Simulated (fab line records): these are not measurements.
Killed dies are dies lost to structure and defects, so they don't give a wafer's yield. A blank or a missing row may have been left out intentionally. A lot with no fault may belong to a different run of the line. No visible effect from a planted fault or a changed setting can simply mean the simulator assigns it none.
Chamber matching ; flow nandHarc ; NHARC_A_CHANNEL_FILL_D2_ALD_25 on aldHk-01 has 4 sister chambers
The step deposits SiOx, target thk 60 nm, pulse time 10 s, ald cycles 600. 20 wafers are shown with their chamber, then 10 later ones without.

## WAFERS WITH THEIR CHAMBER
wafer;chamber;heaterPowerW (W);precursorPulseHeightRel
L074.3;1;579;0.968
L074.5;0;508;0.988
L074.6;3;451;0.998
L075.2;0;499;1.033
L075.5;3;451;1.011
L075.6;2;507;0.986
L078.1;1;567;1.008
L078.4;0;521;0.994
L078.6;1;568;1.002
L079.1;0;494;0.993
L079.3;3;452;0.983
L079.5;1;554;1.014
L082.2;3;447;1.001
L082.4;0;511;1.006
L082.6;1;568;1.013
L085.3;0;510;0.989
L085.4;1;584;1.003
L085.2;3;449;1.008
L090.2;2;547;0.980
L090.5;3;415;1.026

SIGNATURES, as means of the wafers listed above
reading;chamber 0;chamber 1;chamber 2;chamber 3;scatter within a chamber
heaterPowerW;507.17;570.00;527.00;444.17;13.3
precursorPulseHeightRel;1.00050;1.00133;0.98300;1.00450;0.0158
Rule: distance of a wafer from a chamber = root of the sum over the readings of ((wafer's reading minus chamber's mean) / reading's scatter) squared. If the next closest chamber is less than 2 further off than the closest, the wafer can't be placed; otherwise it belongs to the closest. The scatter is the square root of a quotient: the sum, over the shown wafers, of each reading's squared deviation from its chamber's mean, divided by wafers minus chambers.

## WAFERS MISSING THEIR CHAMBER
wafer;heaterPowerW (W);precursorPulseHeightRel
L090.6;503;1.020
L094.4;540;1.010
L094.3;414;1.021
L094.6;508;0.994
L095.4;550;0.975
L095.1;528;0.987
L095.5;420;1.024
L096.2;405;1.020
L096.3;543;1.052
L096.6;505;1.005

## WHICH CHAMBER EACH ONE RAN IN
wafer;from the rows above;in truth
L090.6;can't be placed: 0 or 2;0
L094.4;can't be placed: 2 or 1 or 0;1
L094.3;3;3
L094.6;can't be placed: 0 or 2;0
L095.4;can't be placed: 2 or 1 or 0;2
L095.1;can't be placed: 2 or 0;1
L095.5;3;3
L096.2;3;3
L096.3;can't be placed: 1 or 0 or 2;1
L096.6;can't be placed: 0 or 2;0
Correctly placed: 3 of 10. Can't be placed from these rows: 7 (the true chamber is among the candidates in 6). Placed wrongly: 0.
